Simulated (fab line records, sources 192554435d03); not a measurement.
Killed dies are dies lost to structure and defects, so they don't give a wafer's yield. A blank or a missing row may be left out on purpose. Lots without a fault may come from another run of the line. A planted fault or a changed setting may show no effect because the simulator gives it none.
Chamber matching | flow n5_finfet | N5_BEOL_M9_ALD_74 on ald_metal-01: 4 sister chambers
The step deposits TaN, target thk 2 nm, pulse time 2 s, purge time 3 s. 7 wafers are shown with their chamber, then 7 later ones without.

WAFERS WITH THEIR CHAMBER
wafer  | chamber | heater_power_w (W) | susceptor_temp_C (C)
L079.1 | 0       | 399                | 274.98
L079.2 | 1       | 347                | 275.07
L082.6 | 3       | 431                | 275.25
L083.2 | 3       | 444                | 274.80
L083.5 | 2       | 420                | 274.97
L085.1 | 0       | 401                | 274.83
L085.3 | 2       | 407                | 274.79

WAFERS WITHOUT THEIR CHAMBER
wafer  | heater_power_w (W) | susceptor_temp_C (C)
L085.5 | 429                | 274.82
L091.2 | 432                | 275.25
L091.3 | 397                | 275.08
L091.5 | 342                | 275.28
L092.2 | 442                | 274.97
L092.4 | 411                | 275.21
L092.5 | 342                | 274.61

WHICH CHAMBER EACH WENT THROUGH
wafer  | from the rows above          | in truth
L085.5 | can't be placed: 3 or 2      | 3
L091.2 | can't be placed: 3 or 2      | 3
L091.3 | can't be placed: 0 or 2      | 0
L091.5 | 1                            | 1
L092.2 | 3                            | 3
L092.4 | can't be placed: 2 or 0 or 3 | 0
L092.5 | 1                            | 1
Placed correctly: 3 of 7. Can't be placed from these rows: 4 (the true chamber is among the candidates in 4). Placed wrongly: 0.
How it was worked out, from the rows above alone: a wafer's distance from a chamber is the root of the sum, over the readings, of the square of ((its reading less the chamber's mean) divided by the reading's scatter). The wafer belongs to the nearest chamber; if the next one is less than 2 further off, it can't be placed. A chamber's mean is the mean of its shown wafers. The scatter: the root of (the sum of the squares of (reading less its chamber's mean) over the shown wafers, divided by (wafers less chambers)).
